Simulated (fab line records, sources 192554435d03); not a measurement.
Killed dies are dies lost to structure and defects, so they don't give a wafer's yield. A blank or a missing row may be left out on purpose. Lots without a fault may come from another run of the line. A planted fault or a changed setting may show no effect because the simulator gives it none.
Split-lot experiment | flow n5_finfet | 7 lots, 39 wafers read, on a route of 1938 steps

THE SPLIT
At N5_BEOL_M4_ILD_DEP_00 (deposits SiOC from DEMS/O2, target thk 79 nm, time 15.3 s), the setting time_s was moved away from the recipe's 15.3 s on 12 of the 39 wafers read, by -59.6% to +15.5%. The other wafers ran this setting at the recipe's value.

The file shows no step between the split and the reading.

THE READING
M4_ILD_THK, in nm, at N5_BEOL_M4_THK_MEAS_01. Fault-free wafers of this fab line usually give 78.7 nm, standard deviation 1.3 nm.

wafer  | tool, chamber at the split | time_s as run, s | against the recipe | M4_ILD_THK, nm | against lot-mates on the recipe
L076.1 | pecvd-02, 0                | 15.3             | recipe             | 77.3           | -
L076.2 | pecvd-02, 2                | 15.3             | recipe             | 78.4           | -
L076.3 | pecvd-02, 1                | 15.3             | recipe             | 79.0           | -
L076.4 | pecvd-02, 2                | 15.3             | recipe             | 78.9           | -
L076.5 | pecvd-02, 0                | 15.3             | recipe             | 78.2           | -
L076.6 | pecvd-02, 1                | 15.3             | recipe             | 80.7           | -
L077.1 | pecvd-03, 0                | 15.3             | recipe             | 76.8           | -
L077.2 | pecvd-03, 1                | 15.3             | recipe             | 77.5           | -
L077.3 | pecvd-03, 2                | 15.3             | recipe             | 78.2           | -
L077.4 | pecvd-03, 2                | 15.3             | recipe             | 79.6           | -
L077.5 | pecvd-03, 1                | 15.3             | recipe             | 78.9           | -
L077.6 | pecvd-03, 0                | 15.3             | recipe             | 78.0           | -
L082.1 | pecvd-03, 1                | 12.44            | -18.7%             | 64.3           | -14.4
L082.2 | pecvd-03, 0                | 15.3             | recipe             | 77.7           | -
L082.3 | pecvd-03, 1                | 15.3             | recipe             | 79.7           | -
L082.4 | pecvd-03, 0                | 15.3             | recipe             | 78.8           | -
L082.5 | pecvd-03, 0                | 12.44            | -18.7%             | 63.5           | -15.2
L082.6 | pecvd-03, 1                | 12.44            | -18.7%             | 64.9           | -13.8
L083.1 | pecvd-03, 1                | 15.3             | recipe             | 77.9           | -
L083.2 | pecvd-03, 0                | 15.3             | recipe             | 77.6           | -
L083.5 | pecvd-03, 0                | 15.3             | recipe             | 78.3           | -
L085.1 | pecvd-03, 1,0              | 15.3             | recipe             | 78.6           | -
L085.2 | pecvd-03, 0                | 11.42            | -25.4%             | 57.4           | -21.3
L085.3 | pecvd-03, 0                | 15.3             | recipe             | 78.9           | -
L085.4 | pecvd-03, 1                | 11.42            | -25.4%             | 60.7           | -18.0
L085.5 | pecvd-03, 1                | 11.42            | -25.4%             | 59.9           | -18.8
L085.6 | pecvd-03, 1,0              | 15.3             | recipe             | 78.7           | -
L087.1 | pecvd-03, 0                | 15.3             | recipe             | 77.2           | -
L087.2 | pecvd-03, 1                | 15.3             | recipe             | 78.6           | -
L087.3 | pecvd-03, 0                | 15.3             | recipe             | 77.6           | -
L087.4 | pecvd-03, 1                | 6.186            | -59.6%             | 33.4           | -44.4
L087.5 | pecvd-03, 0                | 6.186            | -59.6%             | 30.8           | -47.0
L087.6 | pecvd-03, 1                | 6.186            | -59.6%             | 32.5           | -45.3
L088.1 | pecvd-04, 0                | 15.3             | recipe             | 77.0           | -
L088.2 | pecvd-04, 1,2              | 17.67            | +15.5%             | 89.7           | +11.7
L088.3 | pecvd-04, 1,2              | 17.67            | +15.5%             | 89.8           | +11.8
L088.4 | pecvd-04, 2                | 15.3             | recipe             | 78.3           | -
L088.5 | pecvd-04, 0                | 15.3             | recipe             | 78.7           | -
L088.6 | pecvd-04, 1                | 17.67            | +15.5%             | 90.6           | +12.6
Where a row lists several chambers, the file gives one row for several wafers and doesn't say which wafer went through which chamber.

THE FIT
A straight line over all 39 wafers: M4_ILD_THK changes by +0.769 nm for each +1% of time_s; r = +1.00; the points scatter about the line by 0.93 nm.
The same after taking each lot's own level away (the mean of its wafers on the recipe; 39 wafers): +0.767 nm for each +1%; r = +1.00; scatter 0.86 nm.
On that fit, the largest move of time_s shifts the reading by 46 nm.
The lots' own levels span 77.80 to 78.75 nm, that is 0.7 times the standard deviation above.
So the lot-to-lot level changes the slope little: the two slopes agree.
Check: with one of the wafers moved furthest among these (-59.6%) left out of the fit, the line predicts -46.1 nm for it against its lot-mates. It came out at -44.4 nm against them.

OTHER SPLITS ON THESE WAFERS
These wafers also went through other splits before the reading. Each is held against what the fit with the lots' levels taken away leaves over:
other split on the same wafers                 | wafers away from the commonest value | r with M4_ILD_THK (lot level and that fit taken away)
N5_FIN_SAQP_HM_DEP_72 target_thk_a             | 18                                   | -0.02
N5_HKMG_FIN_DEVELOP_48 develop_time_s          | 15                                   | +0.03
N5_MOL_CONTACT_COAG_VIA_ETCH_46 target_depth_a | 15                                   | +0.05
N5_BEOL_M2_VIA_ETCH_34 time_s                  | 15                                   | -0.15

THE WHOLE CHAIN: every reading that the file lists as answering this split, in the file's order
step                   | what it does                                              | reading                                                                            | change (the file's fit)               | r (the file's)
N5_BEOL_M4_ILD_DEP_00  | deposits SiOC from DEMS/O2, target thk 79 nm, time 15.3 s | SiOC_of_BEOL_M4_ILD_DEP_00.thk_nm (the simulator's own value, which no gauge read) | +0.766 nm for each +1% of the setting | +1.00
N5_BEOL_M4_THK_MEAS_01 |                                                           | M4_ILD_THK                                                                         | +0.767 for each +1% of the setting    | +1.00

THE FILE'S OWN FIT
M4_ILD_THK changes by +0.767 nm for each +1% of time_s, r = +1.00.
